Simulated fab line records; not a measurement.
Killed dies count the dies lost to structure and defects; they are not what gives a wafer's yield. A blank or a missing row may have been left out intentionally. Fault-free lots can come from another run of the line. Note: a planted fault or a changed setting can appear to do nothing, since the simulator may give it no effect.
Comparing a struck lot with a sound one || flow n5Finfet || 36 steps out of a route of 1938
Sound: these wafers, L651.1, L651.3, L651.5. Struck: wafers L648.1, L648.4, L648.5. At the end, the cause is stated.
Order at every step that has rows: each side's tool, ch and its chambers, its first start. Under that, the readings that differ: sound wafers || struck wafers || difference of the means || sigmas: that difference in standard deviations of wafers without a fault.
alike: readings with means less than 2 such deviations apart, plus words and numbers identical on both sides. not compared: withheld readings, readings lacking a value on some wafer, bounds such as >300 that could conceal the same value, and numbers that have no deviation in the record and whose values overlap.
Wherever a step has rows on one side only, a row that says differs or no value, or a row with sigmas, the two part there. When numbers do not overlap yet have no deviation, they are printed without sigmas and do not part them. A reading missing from all wafers of one side parts the sides only when that side holds two or more wafers.

first, 9 steps without rows for these wafers: N5_BEOL_M4_ANNEAL_95 (time 240 s); N5_BEOL_M4_SPUTTER_96 (material Cu, target thk 4.5 nm, time 8.29 s); N5_BEOL_M4_ECD_50 (material Cu, target thk 300 nm); N5_BEOL_M4_ANNEAL_51 (time 90 s); N5_BEOL_M4_CMP_52 (polishes, stops on SiOC, t overpolish 6.8 s, target thk 40 nm); N5_BEOL_M4_PRE_CLEAN_60 (time 15 s); N5_BEOL_M4_CO_CAP_55 (material Co, precursor CCTBA/H2, target thk 2 nm, time 102.1 s); N5_BEOL_M4_PRE_CLEAN_56 (time 15 s); N5_BEOL_M4_DEP_57 (deposits SiCN from 3MS/NH3, target thk 8 nm, time 14 s).
N5_BEOL_M4_RC_MEAS_101:
  sound on prober-01 ch 0, day 13 09:04; struck on prober-01 ch 0, day 13 03:11
  alike: DIBL_N, DIBL_P, IOFF_N, IOFF_P, ION_N, ION_P, SS_N, SS_P, VT_N, VT_P
then, 24 steps without rows for these wafers: N5_BEOL_M5_ILD_DEP_00 (deposits SiCOH lowk from DEMS/porogen, target thk 140.64 nm, time 25.9 s); N5_BEOL_M5_CURE_79 (cures SiCOH lowk, time 240 s); N5_BEOL_M5_PECVD_70 (deposits SiO2 from TEOS/O2, target thk 16 nm, time 18 s); N5_BEOL_M5_HM_DEP_02 (deposits TiN, target thk 20 nm); N5_BEOL_M5_COAT_59 (time 60 s, resist thk 60 nm); N5_BEOL_M5_COAT_60 (time 60 s, resist thk 12 nm); N5_BEOL_M5_COAT_71 (time 60 s, resist thk 5 nm); N5_BEOL_M5_COAT_05 (resist thk 30 nm); N5_BEOL_M5_EBR_07; N5_BEOL_M5_SOFTBAKE_06 (time 60 s); N5_BEOL_M5_EXPOSE_08 (exposes mask M5, target cd 28 nm); N5_BEOL_M5_PEB_09 (peb time 60 s); N5_BEOL_M5_DEVELOP_10 (develop time 30 s); N5_BEOL_M5_DESCUM_16 (chemistry O2, time 7 s); N5_BEOL_M5_ETCH_72 (etches underlayer in N2/H2, target depth 6.5 nm, time 5.2 s); N5_BEOL_M5_ETCH_61 (etches SiARC in CF4, target depth 15.6 nm, time 26 s); N5_BEOL_M5_ETCH_62 (etches SOC in N2/H2, target depth 75 nm, overetch 15 nm, time 112.5 s); N5_BEOL_M5_STRIP_63 (strips in N2/H2); N5_BEOL_M5_STRIP_73 (strips in N2/H2); N5_BEOL_M5_STRIP_64 (strips in CF4); N5_BEOL_M5_HM_OPEN_17 (chemistry Cl2/BCl3, target TiN, target depth 20 nm, overetch 6 nm); N5_BEOL_M5_STRIP_19 (strips in O2); N5_BEOL_M5_COAT_65 (time 60 s, resist thk 60 nm); N5_BEOL_M5_COAT_66 (time 60 s, resist thk 12 nm).
-- the record jumps here: 5 days lie between the struck wafers' starts before and after (it left off in module BEOL_M5 and takes up again in module MIM_BOT_ETCH, whose first step shown is number 1868 of the route) --
N5_MIM_BOT_ETCH_ETCH_00: etches TiN in Cl2/BCl3, target depth 45.5 nm.
  sound on rieMetal-02 ch 0,1, day 17 23:47; struck on rieMetal-01 ch 0,1, day 17 17:38
{"reading": "oesProductAu (a.u.)", "sound": "0.77 0.78 0.93", "struck": "0.65 0.66 0.67", "difference": -0.17, "sigmas": -2}
{"reading": "model.etch.depthNm (nm)", "sound": "44.51 44.76 47.19", "struck": "26.6 29.13 29.19", "difference": -17.2, "sigmas": ""}
{"reading": "model.MIM_BOT_ETCH.cdOffsetNm (nm)", "sound": "0.2 0.2 -0.4", "struck": "1.2 1 1", "difference": "+1.1", "sigmas": ""}
  alike: drypumpMotorCurrentA, throttleValvePct
  not compared: rfHoursCounterH, model.coat_of_MIM_BOT_LITHO_COAT_02.thkNm
N5_PASSIVATION_PROBE_49:
  sound on prober-01, day 18 08:57; struck on prober-01, day 18 04:01
{"reading": "defectLimitedYield (%)", "sound": "88.6 89.8 91.5", "struck": "0 0 0", "difference": -90, "sigmas": -64}
{"reading": "killedAtOther", "sound": "4 1 6", "struck": "1088 1064 1066", "difference": "+1069", "sigmas": "+99 or more"}
{"reading": "killedDies", "sound": "134 120 100", "struck": "1180 1180 1180", "difference": "+1062", "sigmas": "+66"}
{"reading": "killedOnRim", "sound": "15 18 12", "struck": "152 152 152", "difference": "+137", "sigmas": "+34"}
{"reading": "sort_bin_5_function (%)", "sound": "5.9 4.9 4.1", "struck": "96.5 95.1 95.4", "difference": "+90.7", "sigmas": "+99"}
{"reading": "sortNPass", "sound": "1046 1060 1080", "struck": "0 0 0", "difference": -1062, "sigmas": -62}
{"reading": "sortYieldPct (%)", "sound": "88.6 89.8 91.5", "struck": "0 0 0", "difference": -90, "sigmas": -64}
  alike: killed_at_M0_to_M3, killed_at_M4_up, killedAtContacts, killedAtFrontEnd, killedOpen, killedShort, sort_bin_6_memory, sort_bin_8_speed

## WHERE THEY PART
At N5_MIM_BOT_ETCH_ETCH_00 first; at N5_PASSIVATION_PROBE_49 last (within this record only).

WHY: whatever the simulator had introduced
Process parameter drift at N5_MIM_BOT_ETCH_ETCH_00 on rieMetal-01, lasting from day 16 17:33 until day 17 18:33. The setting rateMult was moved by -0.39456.
